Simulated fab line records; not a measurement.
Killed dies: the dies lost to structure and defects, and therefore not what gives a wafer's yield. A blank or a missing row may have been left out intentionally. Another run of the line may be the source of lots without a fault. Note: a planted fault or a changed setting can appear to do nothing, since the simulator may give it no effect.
Check for tools in common    flow nandHarc    Lots sampled 14, wafers sampled 42

## REASON IT WAS OPENED
At NHARC_END_SORT_01 the reading killedAtPeriphery is flagged on 2 of 14 lots. No-fault wafers: 3.8, standard deviation 2.8.
Rule: a lot is flagged when every wafer of it that has a number lies more than 4 standard deviations from that mean, or none has a number. The other lots count as sound.

lot   measured      on         killedAtPeriphery, wafer by wafer  flag
L347  day 24 17:01  prober-02  3 4 8                              
L349  day 24 23:22  prober-01  10 6 12                            
L348  day 24 23:59  prober-02  3 3 4                              
L350  day 25 16:16  prober-01  4 3 1                              
L351  day 26 09:45  prober-02  1 0 1                              
L354  day 27 09:13  prober-01  3 2 0                              
L353  day 27 10:55  prober-02  0 2 2                              
L352  day 27 17:07  prober-01  4 5 3                              
L357  day 28 14:54  prober-02  3 6 10                             
L355  day 28 15:43  prober-01  4 3 1                              
L361  day 30 09:19  prober-02  51 98 89                           FLAGGED
L359  day 30 17:01  prober-01  3 4 1                              
L365  day 32 01:16  prober-02  48 90 106                          FLAGGED
L369  day 33 13:23  prober-01  1 2 0                              
Average over the flagged lots: 80.3; offset from the usual +76.5, equal to +27 standard deviations.

## WHICH TOOL RAN EACH LOT
3 process steps preceding the reading are held in the record, out of 1302 steps in the route. Cell contents, in order: the tool; ch with the chambers the sampled wafers went through; the start.
lot   flag     NHARC_P_CONTACT_DEP_30           NHARC_THIN_TSV_STRIP_62              NHARC_THIN_TSV_PVD_19
L347           pecvd-01 ch 0,2, day 6 06:20     plasmaAsher-01 ch 0,1, day 24 04:02  pvdSputter-03, day 24 17:01 or earlier
L349           pecvd-01 ch 0,2, day 7 01:48     plasmaAsher-01 ch 0,1, day 24 09:08  pvdSputter-02, day 24 23:22 or earlier
L348           pecvd-03 ch 0,1,2, day 6 09:56   plasmaAsher-02 ch 0,1, day 24 10:22  pvdSputter-02, day 24 23:59 or earlier
L350           pecvd-02 ch 1,2, day 7 10:23     plasmaAsher-01 ch 0,1, day 25 04:09  pvdSputter-02, day 25 16:16 or earlier
L351           pecvd-02 ch 0,2, day 7 20:24     plasmaAsher-01 ch 0,1, day 25 20:35  pvdSputter-02, day 26 09:45 or earlier
L354           pecvd-01 ch 0,1, day 9 04:59     plasmaAsher-02 ch 0, day 26 20:50    pvdSputter-02, day 27 09:13 or earlier
L353           pecvd-01 ch 0,1,2, day 9 01:29   plasmaAsher-01 ch 0,1, day 26 22:13  pvdSputter-03, day 27 10:55 or earlier
L352           pecvd-02 ch 0,1,2, day 8 11:18   plasmaAsher-01 ch 0, day 27 03:07    pvdSputter-02, day 27 17:07 or earlier
L357           pecvd-01 ch 0,1,2, day 10 10:11  plasmaAsher-02 ch 0,1, day 28 03:37  pvdSputter-03, day 28 14:54 or earlier
L355           pecvd-03 ch 0,2, day 9 19:43     plasmaAsher-01 ch 0,1, day 28 02:27  pvdSputter-03, day 28 15:43 or earlier
L361  FLAGGED  pecvd-03 ch 0,2, day 12 06:20    plasmaAsher-01 ch 0,1, day 29 20:35  pvdSputter-03, day 30 09:19 or earlier
L359           pecvd-03 ch 1,2, day 11 19:06    plasmaAsher-01 ch 0,1, day 29 23:11  pvdSputter-02, day 30 17:01 or earlier
L365  FLAGGED  pecvd-03 ch 0,1,2, day 13 12:22  plasmaAsher-02 ch 0,1, day 31 12:28  pvdSputter-01, day 32 01:16 or earlier
L369           pecvd-01 ch 0,1,2, day 15 10:32  plasmaAsher-01 ch 0,1, day 33 00:06  pvdSputter-02, day 33 13:23 or earlier
These steps, and what they do:
- NHARC_P_CONTACT_DEP_30: deposits SiNx, target thk 30 nm.
- NHARC_THIN_TSV_STRIP_62: strips in N2/H2, time 20 s.
- NHARC_THIN_TSV_PVD_19: deposits TaN, target thk 20 nm.
- NHARC_END_SORT_01

## FLAGGED AGAINST TOTAL, ONE TOOL AT A TIME (gauges that did the reading follow at the end)
step                     tool            lots run  flagged  share of the flagged lots  sound lots run after its first flagged lot
NHARC_P_CONTACT_DEP_30   pecvd-01        6         0        none                       -
NHARC_P_CONTACT_DEP_30   pecvd-02        3         0        none                       -
NHARC_P_CONTACT_DEP_30   pecvd-03        5         2        all                        0
NHARC_THIN_TSV_STRIP_62  plasmaAsher-01  10        1        some                       2 (L359,L369)
NHARC_THIN_TSV_STRIP_62  plasmaAsher-02  4         1        some                       0
NHARC_THIN_TSV_PVD_19    pvdSputter-01   1         1        some                       0
NHARC_THIN_TSV_PVD_19    pvdSputter-02   8         0        none                       -
NHARC_THIN_TSV_PVD_19    pvdSputter-03   5         1        some                       0
NHARC_END_SORT_01        prober-01       7         0        none                       -
NHARC_END_SORT_01        prober-02       7         2        all                        0
With no start given for some of its lots, NHARC_THIN_TSV_PVD_19 uses the hours and lot order of NHARC_END_SORT_01.

## WHAT THE TABLE PERMITS
Table rows that saw every flagged lot: 2, namely pecvd-03 at NHARC_P_CONTACT_DEP_30 and prober-02 at NHARC_END_SORT_01.
- pecvd-03 at NHARC_P_CONTACT_DEP_30: 2 of its 5 lots flagged. A fault beginning between L359 (day 11 19:06), its last sound lot, and L361 (day 12 06:20), its first flagged one, fits the data.
- prober-02 at NHARC_END_SORT_01: 2 of its 7 lots flagged. A fault beginning between L357 (day 28 14:54), its last sound lot, and L361 (day 30 09:19), its first flagged one, fits the data.
Counting lots can't tell these 2 tools apart, because each fits a fault that began at some hour. More lots, or a look at what each step does to the wafer, might.

## WHAT WAS PUT IN BY THE SIMULATOR
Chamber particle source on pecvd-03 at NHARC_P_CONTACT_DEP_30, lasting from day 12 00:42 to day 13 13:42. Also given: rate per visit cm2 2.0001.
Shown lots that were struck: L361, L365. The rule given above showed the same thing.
